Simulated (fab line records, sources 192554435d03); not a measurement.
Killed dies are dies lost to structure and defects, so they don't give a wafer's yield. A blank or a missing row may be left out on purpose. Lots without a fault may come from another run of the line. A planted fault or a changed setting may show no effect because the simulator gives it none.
A struck lot beside a sound one | flow n5_finfet | 26 steps out of a route of 1938
Sound: wafers L414.1, L414.3, L414.4. Struck: wafer L408.1. (L408.5, L408.6 of the same lot were not struck and are left out.) The cause comes at the end.
At each step with rows: each side's tool, then ch and its chambers, then its first start. Under that, the readings that differ: sound wafers | struck wafers | difference of the means | sigmas: that difference in standard deviations of wafers without a fault.
alike: readings whose means differ by less than 2 such deviations, and words and numbers that are the same on both sides. not compared: withheld readings, readings that some wafer has no value for, bounds like >300 that may hide the same value, and numbers for which the record gives no deviation and whose values overlap.
The two part at a step that has a row with sigmas, a row that says differs or no value, or rows on one side only. Numbers that don't overlap but have no deviation are shown without sigmas and don't part them. A reading that every wafer of one side lacks parts them only if that side has two wafers or more.

first, 1 step without rows for these wafers: N5_DUMMY_REMOVAL_HM_STRIP_01 (strips SiNx in CH3F/O2, stops on poly-Si, target depth 4 nm, time 6.8 s).
N5_DUMMY_REMOVAL_STRIP_10: strips in N2/H2, time 40 s.
  sound on rie_diel-02 ch 0,2,3, day 7 06:29; struck on rie_diel-02 ch 0, day 5 16:37
  alike: drypump_motor_current_A, oes_product_au, rf_vpp_V, showerhead_plenum_p_Torr, temp_c, throttle_valve_pct
  not compared: rf_hours_counter_h
then, 2 steps without rows for these wafers: N5_DUMMY_REMOVAL_PRECLEAN_07 (cleans in dHF, time 30 s); N5_DUMMY_REMOVAL_DUMMY_REMOVE_02 (chemistry TMAH, target poly-Si, stops on SiO2, target depth 142 nm, time 57 s, rinse time 30 s).
N5_DUMMY_REMOVAL_INSPECT_06: inspects for defects (brightfield).
  sound on defect_inspect-01, day 7 06:39; struck on defect_inspect-02, day 5 16:49
  alike: raw_defect_count
then, 4 steps without rows for these wafers: N5_DUMMY_REMOVAL_PRECLEAN_08 (cleans in NF3:NH3, afs cycles 2, time 20 s, sublimation time 60 s); N5_DUMMY_REMOVAL_PRECLEAN_04 (cleans in DHF, time 37 s); N5_DUMMY_REMOVAL_SRD_05 (time 30 s); N5_HKMG_FIN_IL_REGROW_00 (material SiO2, chemistry O3, target thk 0.75 nm, time 30 s).
N5_HKMG_FIN_HK_ALD_01: deposits HfO2, target thk 1.6 nm, pulse time 3 s, purge time 3 s.
  sound on ald_hk-02 ch 0,1,3, day 7 07:02; struck on ald_hk-03 ch 1, day 5 17:13
  alike: precursor_pulse_height_rel
N5_HKMG_FIN_HK_ANNEAL_02: time 30 s.
  sound on rtp_anneal-02 ch 0, day 7 07:14; struck on rtp_anneal-02 ch 0, day 5 17:23
  alike: lamp_power_pct, wafer_temp_C_max
N5_HKMG_FIN_ALD_74: deposits La2O3, target thk 0.5 nm, pulse time 6 s, co reactant pulse time 1 s.
  sound on ald_hk-01 ch 0,1,3, day 7 07:27; struck on ald_hk-02 ch 3, day 5 17:37
  reading              | sound                | struck | difference | sigmas
  susceptor_temp_C (C) | 249.94 249.99 249.66 | 250.55 | +0.69      | +4
  alike: heater_power_w, precursor_pulse_height_rel
N5_HKMG_FIN_ALD_75: deposits Al2O3, target thk 1 nm, co reactant pulse time 1 s.
  sound on ald_hk-01 ch 0,1,3, day 7 07:32; struck on ald_hk-02 ch 3, day 5 17:42
  alike: heater_power_w, precursor_pulse_height_rel, susceptor_temp_C
then, 8 steps without rows for these wafers: N5_HKMG_FIN_COAT_41 (time 60 s, resist thk 300 nm); N5_HKMG_FIN_COAT_42 (time 60 s, resist thk 35 nm); N5_HKMG_FIN_COAT_43 (resist thk 90 nm); N5_HKMG_FIN_EBR_45; N5_HKMG_FIN_SOFTBAKE_44 (time 60 s); N5_HKMG_FIN_EXPOSE_46 (exposes mask NDIPOLE); N5_HKMG_FIN_PEB_47 (peb time 60 s); N5_HKMG_FIN_DEVELOP_48 (develop time 30 s).
N5_HKMG_FIN_CD_MEAS_49: target cd 202 nm.
  sound on cd_sem-01 ch 0, day 7 07:52; struck on cd_sem-03 ch 0, day 5 18:10
  reading    | sound             | struck | difference | sigmas
  cd_nm (nm) | 200.2 200.7 200.9 | 202.7  | +2.1       | +3
N5_HKMG_FIN_OVL_MEAS_50:
  sound on overlay-01 ch 0, day 7 07:54; struck on overlay-02 ch 0, day 5 18:12
  alike: NDIPOLE_OVL
N5_HKMG_FIN_INSPECT_61: inspects for defects (macro).
  sound on defect_inspect-02, day 7 07:56; struck on defect_inspect-02, day 5 18:13
  reading          | sound | struck | difference | sigmas
  raw_defect_count | 3 1 2 | >300   | differs    |
N5_HKMG_FIN_DESCUM_53: chemistry O2, time 7.9 s.
  sound on rie_diel-05 ch 0,1,3, day 7 07:58; struck on rie_diel-05 ch 2, day 5 18:16
  reading                | sound      | struck | difference | sigmas
  rf_hours_counter_h (h) | 188 56 183 | 199    | +57        |
  alike: drypump_motor_current_A, oes_product_au, rf_vpp_V, showerhead_plenum_p_Torr, temp_c, throttle_valve_pct
-- the record jumps here: 8 days lie between the struck wafers' starts before and after (it left off in module HKMG_FIN and takes up again in module PASSIVATION, whose first step shown is number 1936 of the route) --
N5_PASSIVATION_PROBE_49:
  the record has rows for the struck wafers here (prober-01, day 13 19:47) and none for the sound ones

WHERE THEY PART
First at N5_HKMG_FIN_ALD_74; last, within this record, at N5_PASSIVATION_PROBE_49.

WHY: what the simulator had put in
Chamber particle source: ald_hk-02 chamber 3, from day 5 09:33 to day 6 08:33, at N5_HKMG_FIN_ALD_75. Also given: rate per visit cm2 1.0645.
